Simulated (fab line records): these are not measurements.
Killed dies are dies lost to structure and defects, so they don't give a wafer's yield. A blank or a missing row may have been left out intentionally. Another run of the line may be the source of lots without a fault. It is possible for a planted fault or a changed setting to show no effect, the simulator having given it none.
Which tool is to blame? -- flow nand-harc -- 60 wafers from 20 lots sampled at 6 of the route's 1159 steps

WHAT THE GAUGES READ, wafer by wafer
The record lacks any reading of a measuring or inspecting step that a usual standard deviation could be used to judge.

EACH LOT AND THE TOOL THAT RAN IT (in order: tool; ch and the chambers of the sampled wafers; start)
lot,NHARC_P_M2_STRIP_18,NHARC_P_M2_ETCH_28,NHARC_P_BONDPAD_CMP_32,NHARC_P_BONDPAD_ETCH_24,NHARC_P_BONDPAD_PVD_17,NHARC_A_CHANNEL_HOLE_D1_ETCH_16
L074,"rie-diel-06 ch 0,2,3, day 6 14:38","rie-diel-06 ch 0,2,3, day 6 17:46 or earlier","cmp-02 ch 1,2,3, day 6 17:46","rie-diel-09 ch 0,1,3, no start","pvd-sputter-01, no start","rie-diel-05 ch 0,1,2, no start"
L075,"rie-diel-11 ch 0,1,2, day 6 20:08","rie-diel-11 ch 0,1,3, day 6 23:17 or earlier","cmp-03 ch 0,2,3, day 6 23:17","rie-diel-04 ch 0,1,3, no start","pvd-sputter-03, no start","rie-diel-08 ch 0,1,3, no start"
L076,"rie-diel-13 ch 1,2,3, day 6 20:58","rie-diel-13 ch 0,2, day 7 00:10 or earlier","cmp-03 ch 1,2,3, day 7 00:10","rie-diel-04 ch 0,1,2, no start","pvd-sputter-03, no start","rie-diel-08 ch 1,3, no start"
L077,"rie-diel-06 ch 0,1,2, day 7 10:55","rie-diel-06 ch 0,1,3, day 7 14:01 or earlier","cmp-04 ch 2,3, day 7 14:01","rie-diel-04 ch 0,1,2, no start","pvd-sputter-03, no start","rie-diel-08 ch 0,1,3, no start"
L080,"rie-diel-13 ch 1,3, day 7 19:49","rie-diel-13 ch 1,3, day 7 23:08 or earlier","cmp-03 ch 2,3, day 7 23:08","rie-diel-04 ch 0,3, no start","pvd-sputter-03, no start","rie-diel-03 ch 2,3, no start"
L081,"rie-diel-13 ch 2,3, day 7 20:28","rie-diel-13 ch 1,2,3, day 7 23:39 or earlier","cmp-04 ch 0,1, day 7 23:39","rie-diel-04 ch 1,3, no start","pvd-sputter-03, no start","rie-diel-05 ch 0,2,3, no start"
L083,"rie-diel-06 ch 0,1,2, day 8 05:56","rie-diel-06 ch 0,1,3, day 8 09:23 or earlier","cmp-02 ch 1,2,3, day 8 09:23","rie-diel-04 ch 0,1,3, day 8 11:00","pvd-sputter-03, no start","rie-diel-08 ch 0,1, no start"
L084,"rie-diel-06 ch 2,3, day 8 06:57","rie-diel-06 ch 0,1,3, day 8 10:55 or earlier","cmp-03 ch 0,1, day 8 10:55","rie-diel-04 ch 0,1,3, no start","pvd-sputter-03, no start","rie-diel-03 ch 0,1, no start"
L082,"rie-diel-13 ch 1,3, day 8 08:41","rie-diel-13 ch 1,3, day 8 12:01 or earlier","cmp-03 ch 1,2, day 8 12:01","rie-diel-04 ch 0,2,3, no start","pvd-sputter-03, no start","rie-diel-05 ch 1,2, no start"
L085,"rie-diel-13 ch 1,2,3, day 9 12:50","rie-diel-13 ch 0,3, day 9 16:06 or earlier","cmp-03 ch 0,1,2, day 9 16:06","rie-diel-04 ch 1,2,3, day 9 17:40","pvd-sputter-03, no start","rie-diel-05 ch 0,1,3, no start"
L086,"rie-diel-13 ch 1,2,3, day 9 14:13","rie-diel-13 ch 0,3, day 9 17:25 or earlier","cmp-03 ch 0,1,2, day 9 17:25","rie-diel-04 ch 1,3, day 9 18:57","pvd-sputter-03, no start","rie-diel-08 ch 1,2,3, no start"
L088,"rie-diel-13 ch 0,1, day 10 04:10","rie-diel-13 ch 0,3, day 10 07:20 or earlier","cmp-04 ch 0,3, day 10 07:20","rie-diel-04 ch 2,3, no start","pvd-sputter-01, no start","rie-diel-05 ch 1,2, no start"
L089,"rie-diel-13 ch 1,2, day 10 05:21","rie-diel-13 ch 0,1,2, day 10 08:39 or earlier","cmp-03 ch 1,3, day 10 08:39","rie-diel-10 ch 1,2,3, no start","pvd-sputter-02, no start","rie-diel-08 ch 1,2,3, no start"
L091,"rie-diel-13 ch 0,2,3, day 10 08:25","rie-diel-13 ch 0,1,3, day 10 11:39 or earlier","cmp-04 ch 1,2,3, day 10 11:39","rie-diel-04 ch 1,2,3, no start","pvd-sputter-02, no start","rie-diel-05 ch 0,1,2, no start"
L090,"rie-diel-11 ch 0,1, day 10 10:23","rie-diel-11 ch 1,2, day 10 13:34 or earlier","cmp-03 ch 1,3, day 10 13:34","rie-diel-10 ch 0,1,2, no start","pvd-sputter-02, no start","rie-diel-08 ch 1,2,3, no start"
L092,"rie-diel-06 ch 1,2,3, day 10 19:04","rie-diel-06 ch 1,2,3, day 10 23:05 or earlier","cmp-02 ch 0,3, day 10 23:05","rie-diel-04 ch 1,3, no start","pvd-sputter-03, no start","rie-diel-08 ch 0,1,3, no start"
L093,"rie-diel-13 ch 1,2,3, day 11 00:23","rie-diel-13 ch 2,3, day 11 03:49 or earlier","cmp-03 ch 1,3, day 11 03:49","rie-diel-04 ch 0,1,2, no start","pvd-sputter-01, no start","rie-diel-08 ch 0,2,3, no start"
L095,"rie-diel-13 ch 0,2,3, day 11 08:17","rie-diel-13 ch 1,2, day 11 11:37 or earlier","cmp-02 ch 0,1,3, day 11 11:37","rie-diel-04 ch 1,3, day 11 13:11","pvd-sputter-03, no start","rie-diel-03 ch 2,3, no start"
L096,"rie-diel-13 ch 2,3, day 11 16:16","rie-diel-13 ch 1,2,3, day 11 19:28 or earlier","cmp-03 ch 1,2,3, day 11 19:28","rie-diel-04 ch 2,3, day 11 21:17","pvd-sputter-01, no start","rie-diel-03 ch 1,2,3, no start"
L097,"rie-diel-13 ch 0,2,3, day 11 21:35","rie-diel-13 ch 0,1,2, day 12 00:48 or earlier","cmp-02 ch 0,1,2, day 12 00:48","rie-diel-09 ch 1,2,3, no start","pvd-sputter-01, no start","rie-diel-05 ch 1,2,3, no start"
- NHARC_P_M2_STRIP_18: strips in N2/H2.
- NHARC_P_M2_ETCH_28: etches the open film in CF4/N2, target depth 30 nm, time 72.99 s.
- NHARC_P_BONDPAD_CMP_32: polishes SiCN, target thk 200 nm.
- NHARC_P_BONDPAD_ETCH_24: etches the open film in CF4/N2, target depth 30 nm, time 72.99 s.
- NHARC_P_BONDPAD_PVD_17: deposits TaN, target thk 5 nm, time 8.06 s.
- NHARC_A_CHANNEL_HOLE_D1_ETCH_16: etches the open film in O2/COS, target depth 3100 nm, time 806 s.

WHAT THE TOOLS THEMSELVES READ (means of the sampled wafers that have a number; where no wafer has one, the mark that the record gives instead)
NHARC_P_M2_STRIP_18. Usual: drypump-motor-current-A 5.9 A, standard deviation 0.37; h2-flow-sccm 150.1 sccm, standard deviation 0.45; mfc-ar-sccm 0.011 sccm, standard deviation 0.011; oes-product-au 1.001 a.u., standard deviation 0.0083; power-w 1000 W, standard deviation 3.1; rf-vpp-V 90.5 V, standard deviation 0.93; showerhead-plenum-p-Torr 2.04 Torr, standard deviation 0.1; throttle-valve-pct 14.171 %, standard deviation 0.0087.
lot,tool,drypump-motor-current-A (A),h2-flow-sccm (sccm),mfc-ar-sccm (sccm),oes-product-au (a.u.),power-w (W),rf-vpp-V (V),showerhead-plenum-p-Torr (Torr),throttle-valve-pct (%),flag
L074,rie-diel-06,5.7,149.5,0.009,1.003,999,90.4,2.04,14.172,
L075,rie-diel-11,6.1,150.3,0.009,1.002,1003,89.8,1.91,14.164,
L076,rie-diel-13,6.1,150.2,0.012,0.998,1000,91.1,2.07,14.163,
L077,rie-diel-06,5.4,150.2,0.017,0.989,1000,90.1,2.05,14.182,
L080,rie-diel-13,6.2,149.6,0.017,1.003,1003,90.5,2.00,14.175,
L081,rie-diel-13,6.0,150.2,0.011,1.009,1000,90.2,2.04,14.174,
L083,rie-diel-06,5.4,149.8,0.017,1.001,1000,90.9,2.05,14.173,
L084,rie-diel-06,6.0,150.3,0.016,0.986,999,90.5,2.08,14.164,
L082,rie-diel-13,6.2,150.3,0.017,1.007,1002,90.4,2.00,14.176,
L085,rie-diel-13,6.1,150.3,0.012,1.005,1003,91.0,2.07,14.177,
L086,rie-diel-13,6.1,149.9,0.012,1.007,1000,90.6,2.07,14.171,
L088,rie-diel-13,5.9,149.9,0.006,0.994,998,91.1,1.98,14.175,
L089,rie-diel-13,6.2,150.2,0.013,1.003,1003,90.9,2.10,14.167,
L091,rie-diel-13,5.8,150.2,0.005,1.001,999,91.0,2.04,14.177,
L090,rie-diel-11,6.3,149.9,0.015,0.998,997,91.5,2.12,14.172,
L092,rie-diel-06,5.7,150.4,0.024,0.995,999,90.8,2.09,14.174,
L093,rie-diel-13,6.1,149.9,0.012,0.999,999,90.1,2.07,14.169,
L095,rie-diel-13,5.8,150.3,0.005,1.010,1000,89.7,2.04,14.168,
L096,rie-diel-13,6.0,150.0,0.011,1.001,999,90.2,2.04,14.174,
L097,rie-diel-13,5.8,149.7,0.005,0.994,1001,89.8,2.04,14.174,

NHARC_P_M2_ETCH_28. Usual: drypump-motor-current-A 5.9 A, standard deviation 0.37; mfc-ar-sccm 150.1 sccm, standard deviation 0.42; oes-product-au 1.001 a.u., standard deviation 0.0082; rf-vpp-V 314.2 V, standard deviation 2.2; showerhead-plenum-p-Torr 2.63 Torr, standard deviation 0.12; throttle-valve-pct 19.794 %, standard deviation 0.0086.
lot,tool,drypump-motor-current-A (A),mfc-ar-sccm (sccm),oes-product-au (a.u.),rf-vpp-V (V),showerhead-plenum-p-Torr (Torr),throttle-valve-pct (%),flag
L074,rie-diel-06,5.7,150.2,0.993,314.5,2.63,19.795,
L075,rie-diel-11,6.0,150.3,0.993,313.0,2.56,19.800,
L076,rie-diel-13,5.7,149.9,0.998,314.9,2.70,19.790,
L077,rie-diel-06,5.8,149.8,0.993,313.7,2.57,19.799,
L080,rie-diel-13,6.2,149.9,1.000,313.1,2.57,19.799,
L081,rie-diel-13,6.1,150.1,0.993,313.9,2.66,19.796,
L083,rie-diel-06,5.8,150.1,0.995,313.3,2.57,19.793,
L084,rie-diel-06,5.8,150.0,0.999,313.2,2.57,19.794,
L082,rie-diel-13,6.2,150.2,1.006,313.0,2.57,19.795,
L085,rie-diel-13,5.9,150.4,1.002,312.2,2.53,19.793,
L086,rie-diel-13,5.9,149.1,1.008,313.1,2.53,19.795,
L088,rie-diel-13,5.8,149.9,1.007,313.2,2.52,19.791,
L089,rie-diel-13,5.9,150.2,1.009,314.9,2.65,19.794,
L091,rie-diel-13,6.1,149.9,1.005,313.0,2.56,19.785,
L090,rie-diel-11,5.9,150.0,1.002,313.8,2.61,19.787,
L092,rie-diel-06,5.7,149.9,1.000,315.1,2.69,19.791,
L093,rie-diel-13,5.8,149.9,1.003,315.3,2.71,19.795,
L095,rie-diel-13,6.3,150.3,1.001,315.6,2.69,19.795,
L096,rie-diel-13,6.1,150.3,1.004,314.7,2.66,19.792,
L097,rie-diel-13,5.9,150.3,0.993,314.1,2.65,19.790,

NHARC_P_BONDPAD_CMP_32. Usual: motor-current-A 12.1 A, standard deviation 1.5; slurry-flow-ml-min 150.1, standard deviation 0.45.
lot,tool,motor-current-A (A),slurry-flow-ml-min,flag
L074,cmp-02,10.9,150.1,
L075,cmp-03,12.3,149.7,
L076,cmp-03,13.2,150.5,
L077,cmp-04,10.7,150.0,
L080,cmp-03,12.0,150.1,
L081,cmp-04,11.3,150.6,
L083,cmp-02,10.7,149.9,
L084,cmp-03,13.4,149.9,
L082,cmp-03,13.2,150.1,
L085,cmp-03,13.5,150.6,
L086,cmp-03,13.2,150.3,
L088,cmp-04,11.9,150.7,
L089,cmp-03,12.6,150.6,
L091,cmp-04,11.6,149.7,
L090,cmp-03,14.0,150.0,
L092,cmp-02,12.8,150.4,
L093,cmp-03,13.2,150.1,
L095,cmp-02,11.5,149.6,
L096,cmp-03,13.1,150.3,
L097,cmp-02,11.6,150.0,

NHARC_P_BONDPAD_ETCH_24. Usual: drypump-motor-current-A 5.7 A, standard deviation 0.36; mfc-ar-sccm 150.0 sccm, standard deviation 0.44; oes-product-au 1.001 a.u., standard deviation 0.013; rf-vpp-V 313.9 V, standard deviation 2.2; showerhead-plenum-p-Torr 2.61 Torr, standard deviation 0.12; throttle-valve-pct 19.794 %, standard deviation 0.009.
lot,tool,drypump-motor-current-A (A),mfc-ar-sccm (sccm),oes-product-au (a.u.),rf-vpp-V (V),showerhead-plenum-p-Torr (Torr),throttle-valve-pct (%),flag
L074,rie-diel-09,5.3,150.4,0.987,314.1,2.62,19.799,
L075,rie-diel-04,5.7,150.4,1.007,314.6,2.66,19.795,
L076,rie-diel-04,5.9,149.7,1.009,314.6,2.68,19.799,
L077,rie-diel-04,5.9,150.3,1.012,314.4,2.68,19.791,
L080,rie-diel-04,5.8,149.9,0.988,312.7,2.57,19.788,
L081,rie-diel-04,5.5,150.1,0.992,313.2,2.56,19.792,
L083,rie-diel-04,5.7,149.9,0.994,314.8,2.66,19.796,
L084,rie-diel-04,5.7,149.7,0.991,315.1,2.66,19.798,
L082,rie-diel-04,5.9,149.9,0.998,313.6,2.58,19.799,
L085,rie-diel-04,5.7,149.9,0.999,312.6,2.58,19.784,
L086,rie-diel-04,5.5,149.7,0.986,314.2,2.65,19.791,
L088,rie-diel-04,5.7,149.7,1.000,312.1,2.48,19.801,
L089,rie-diel-10,5.5,150.2,1.005,314.1,2.58,19.798,
L091,rie-diel-04,5.7,149.8,1.003,313.5,2.57,19.786,
L090,rie-diel-10,5.2,150.3,1.005,314.2,2.64,19.797,
L092,rie-diel-04,5.5,149.9,0.989,313.5,2.55,19.793,
L093,rie-diel-04,5.9,149.8,1.011,315.4,2.67,19.795,
L095,rie-diel-04,5.5,149.9,0.985,313.7,2.55,19.789,
L096,rie-diel-04,5.7,149.7,1.001,311.8,2.48,19.794,
L097,rie-diel-09,5.3,149.9,1.009,313.2,2.61,19.806,

NHARC_P_BONDPAD_PVD_17. Usual: substrate-temp-c 50.01 C, standard deviation 0.1; throttle-valve-pct 29.6 %, standard deviation 1.4.
lot,tool,substrate-temp-c (C),throttle-valve-pct (%),flag
L074,pvd-sputter-01,49.99,29.5,
L075,pvd-sputter-03,50.05,30.3,
L076,pvd-sputter-03,50.07,29.2,
L077,pvd-sputter-03,49.97,30.7,
L080,pvd-sputter-03,50.10,31.0,
L081,pvd-sputter-03,50.02,30.0,
L083,pvd-sputter-03,50.09,30.2,
L084,pvd-sputter-03,49.84,30.3,
L082,pvd-sputter-03,50.02,28.6,
L085,pvd-sputter-03,49.95,29.1,
L086,pvd-sputter-03,50.04,29.4,
L088,pvd-sputter-01,49.87,28.7,
L089,pvd-sputter-02,49.87,30.4,
L091,pvd-sputter-02,50.02,30.0,
L090,pvd-sputter-02,50.05,30.0,
L092,pvd-sputter-03,49.99,30.0,
L093,pvd-sputter-01,50.04,28.7,
L095,pvd-sputter-03,49.89,28.9,
L096,pvd-sputter-01,50.08,29.0,
L097,pvd-sputter-01,49.96,28.7,

NHARC_A_CHANNEL_HOLE_D1_ETCH_16. Usual: drypump-motor-current-A 5.66 A, standard deviation 0.26; mfc-ar-sccm 0.007 sccm, standard deviation 0.0074; oes-product-au 1.002 a.u., standard deviation 0.011; rf-vpp-V 313.9 V, standard deviation 2.2; showerhead-plenum-p-Torr 3.11 Torr, standard deviation 0.14; throttle-valve-pct 28.329 %, standard deviation 0.0095.
lot,tool,drypump-motor-current-A (A),mfc-ar-sccm (sccm),oes-product-au (a.u.),rf-vpp-V (V),showerhead-plenum-p-Torr (Torr),throttle-valve-pct (%),flag
L074,rie-diel-05,5.44,0.008,1.006,312.6,3.05,28.325,
L075,rie-diel-08,5.64,0.003,1.008,312.5,3.05,28.332,
L076,rie-diel-08,5.65,0.002,1.015,314.0,3.11,28.332,
L077,rie-diel-08,5.65,0.003,1.004,313.0,3.05,28.332,
L080,rie-diel-03,5.70,0.000,0.997,315.6,3.21,28.337,
L081,rie-diel-05,5.71,0.010,0.993,313.0,3.07,28.333,
L083,rie-diel-08,5.55,0.002,1.000,312.9,3.07,28.328,
L084,rie-diel-03,6.08,0.005,0.995,314.4,3.18,28.321,
L082,rie-diel-05,5.31,0.007,1.009,311.3,2.98,28.323,
L085,rie-diel-05,5.44,0.014,1.001,312.1,3.04,28.329,
L086,rie-diel-08,5.66,0.009,1.008,314.3,3.16,28.332,
L088,rie-diel-05,5.31,0.007,1.007,311.8,2.97,28.330,
L089,rie-diel-08,5.67,0.009,1.008,314.4,3.16,28.334,
L091,rie-diel-05,5.42,0.008,1.000,313.6,3.04,28.332,
L090,rie-diel-08,5.66,0.009,1.014,314.6,3.16,28.330,
L092,rie-diel-08,5.65,0.003,1.003,313.1,3.05,28.344,
L093,rie-diel-08,5.61,0.010,1.000,313.1,3.09,28.334,
L095,rie-diel-03,5.69,0.000,1.003,315.9,3.20,28.325,
L096,rie-diel-03,5.91,0.000,1.008,315.1,3.17,28.323,
L097,rie-diel-05,5.58,0.009,1.002,312.8,3.00,28.324,

THE ANSWER, worked out from the rows above alone
Rule: take the mean of a lot's wafers that have a number; if it is more than 3 standard deviations from the usual mean, the lot is off. Also off: a lot with no number at a reading for which 4 or more lots have one. All remaining lots with rows at the step are treated as sound. First the gauges in route order, then the tools' own readings, where a lot's mean is used as printed above. At the first step where some lot is off, the reading lying furthest off is the one used; lots without a number count as furthest.
None of the lots is off at any reading shown; this tells nothing.

WHAT THE SIMULATOR HAD INSERTED
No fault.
